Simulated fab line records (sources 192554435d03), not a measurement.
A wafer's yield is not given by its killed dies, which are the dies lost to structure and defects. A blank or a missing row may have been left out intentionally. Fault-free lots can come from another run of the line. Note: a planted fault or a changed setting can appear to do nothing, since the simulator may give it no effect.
Struck lot and sound lot, side by side :: flow n5-finfet :: 16 steps out of a route of 1938
Sound: the wafers L129.1, L129.3, L129.5. The struck wafers were L140.1, L140.4, L140.5. The cause is named last.
Order at every step that has rows: each side's tool, ch and its chambers, its first start. Under that, the readings that differ: sound wafers :: struck wafers :: difference of the means :: sigmas: that difference in standard deviations of wafers without a fault.
alike: readings whose means differ by less than 2 such deviations, and words and numbers that are the same on both sides. not compared: withheld readings, readings that some wafer has no value for, bounds like >300 that may hide the same value, and numbers for which the record gives no deviation and whose values overlap.
A row with sigmas, a row that says differs or no value, or rows on one side alone: a step with any of these is where the two part. Numbers that don't overlap but have no deviation are shown without sigmas and don't part them. Lack of a reading on every wafer of one side parts them only where that side has two or more wafers.

first, 6 steps without rows for these wafers: N5_BEOL_M4_COAT_22 (resist thk 30 nm); N5_BEOL_M4_EBR_24; N5_BEOL_M4_SOFTBAKE_23 (time 60 s); N5_BEOL_M4_EXPOSE_25 (exposes mask V3, defocus 5 nm); N5_BEOL_M4_PEB_26 (peb time 60 s); N5_BEOL_M4_DEVELOP_27 (develop time 30 s).
N5_BEOL_M4_CD_MEAS_28: target cd 26.2 nm, target cd y 24.1 nm.
  sound on cd-sem-02 ch 0, day 9 11:22; struck on cd-sem-02 ch 0, day 12 23:22
  alike: cd-nm
N5_BEOL_M4_OVL_MEAS_29:
  sound on overlay-01 ch 0, day 9 11:23; struck on overlay-02 ch 0, day 12 23:23
reading: V3_OVL (nm)
sound: 0.2 0.0 -0.3
struck: -0.9 -1.6 -1.7
difference: -1.4
sigmas: -2
N5_BEOL_M4_INSPECT_30: inspects for defects (brightfield).
  struck on defect-inspect-02, day 12 23:26; sound on defect-inspect-02, day 9 11:27
  alike: raw-defect-count
N5_BEOL_M4_DESCUM_33: chemistry O2, time 7 s.
  sound on rie-diel-01 ch 0,1,2, day 9 11:29; struck on rie-diel-02 ch 0,2,3, day 12 23:29
  alike: drypump-motor-current-A, oes-product-au, rf-vpp-V, showerhead-plenum-p-Torr, throttle-valve-pct
  not compared: rf-hours-counter-h
N5_BEOL_M4_ETCH_77: etches underlayer in N2/H2, target depth 6.5 nm, time 5.2 s.
  sound on rie-diel-01 ch 0,1,2, day 9 11:31; struck on rie-diel-02 ch 0,2,3, day 12 23:31
  alike: drypump-motor-current-A, etch-rf-on-time-s, oes-product-au, rf-vpp-V, showerhead-plenum-p-Torr, throttle-valve-pct
  not compared: rf-hours-counter-h
N5_BEOL_M4_ETCH_69: etches SiARC in CF4, target depth 15.6 nm, time 26 s.
  sound on rie-diel-01 ch 0,1,2, day 9 11:32; struck on rie-diel-02 ch 0,2,3, day 12 23:32
  alike: drypump-motor-current-A, etch-rf-on-time-s, oes-product-au, rf-vpp-V, showerhead-plenum-p-Torr, throttle-valve-pct
  not compared: rf-hours-counter-h
N5_BEOL_M4_ALD_98: deposits SiO2, target thk 2.5 nm, pulse time 1 s, co reactant pulse time 1 s.
  sound on ald-sin-02 ch 1,2,3, day 9 11:54; struck on ald-sin-04 ch 1,2,3, day 12 23:44
reading: susceptor-temp-C (C)
sound: 99.95 100.08 99.87
struck: 97.01 97.09 97.02
difference: -2.93
sigmas: -23
  alike: heater-power-w, precursor-pulse-height-rel
N5_BEOL_M4_ETCHBACK_99: etches SiO2 in CHF3, target depth 5 nm, time 10.4 s.
  sound on rie-diel-01 ch 0,1,2, day 9 12:02; struck on rie-diel-06 ch 1,2, day 13 02:13
  alike: drypump-motor-current-A, oes-product-au, rf-vpp-V, showerhead-plenum-p-Torr, throttle-valve-pct
  not compared: rf-hours-counter-h
N5_BEOL_M4_RC_MEAS_101:
  sound on prober-01 ch 0, day 9 17:12; struck on prober-02 ch 0, day 13 06:28
  alike: DIBL_N, DIBL_P, IOFF_N, IOFF_P, ION_N, ION_P, SS_N, SS_P, VT_N, VT_P
after that, 1 step had no rows for these wafers: N5_PASSIVATION_PROBE_49.

== WHERE THEY PART ==
First at N5_BEOL_M4_OVL_MEAS_29; last, within this record, at N5_BEOL_M4_ALD_98. Later steps at which nothing parts them and some readings are alike: N5_BEOL_M4_ETCHBACK_99, N5_BEOL_M4_RC_MEAS_101.

WHY: whatever the simulator had introduced
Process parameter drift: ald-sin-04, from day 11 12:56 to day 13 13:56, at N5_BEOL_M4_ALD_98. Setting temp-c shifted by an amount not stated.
